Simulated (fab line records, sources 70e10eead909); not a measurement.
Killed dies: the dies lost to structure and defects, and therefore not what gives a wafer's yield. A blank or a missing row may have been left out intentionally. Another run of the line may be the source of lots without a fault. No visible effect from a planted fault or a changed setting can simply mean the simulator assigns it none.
Chamber matching	flow nand harc	NHARC_A_CONTACT_CMP_20 on cmp-03 has 4 sister chambers
The step polishes, t overpolish 30 s, target thk 300 nm. 4 wafers are shown with their chamber, then 7 later ones without.

WAFERS WITH THEIR CHAMBER
wafer	chamber	motor current A (A)
L084.1	3	11.4
L087.5	0	13.5
L088.1	1	11.5
L088.4	2	11.4

WAFERS WITH NO CHAMBER GIVEN
wafer	motor current A (A)
L088.5	11.2
L091.1	11.8
L091.2	11.1
L091.5	11.2
L095.1	14.2
L095.4	10.5
L095.5	11.2

EACH ONE'S CHAMBER
wafer	from the rows above	in truth
L088.5	can't be placed: 2 or 3 or 1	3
L091.1	can't be placed: 1 or 2 or 3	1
L091.2	can't be placed: 2 or 3 or 1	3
L091.5	can't be placed: 2 or 3 or 1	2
L095.1	0	0
L095.4	can't be placed: 2 or 3 or 1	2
L095.5	can't be placed: 2 or 3 or 1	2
Correctly placed: 1 of 7. Can't be placed from these rows: 6 (the true chamber is among the candidates in 6). Wrongly placed: 0.
How it was worked out, from the rows above alone: a wafer's distance from a chamber is the root of the sum, over the readings, of the square of ((its reading less the chamber's mean) divided by the reading's scatter). The wafer belongs to the nearest chamber; if the next one is less than 2 further off, it can't be placed. The mean given for a chamber averages the wafers shown for that chamber. The scatter: with one shown wafer a chamber, the root of the mean of the squares of how far each hidden wafer lies from its nearest shown one.
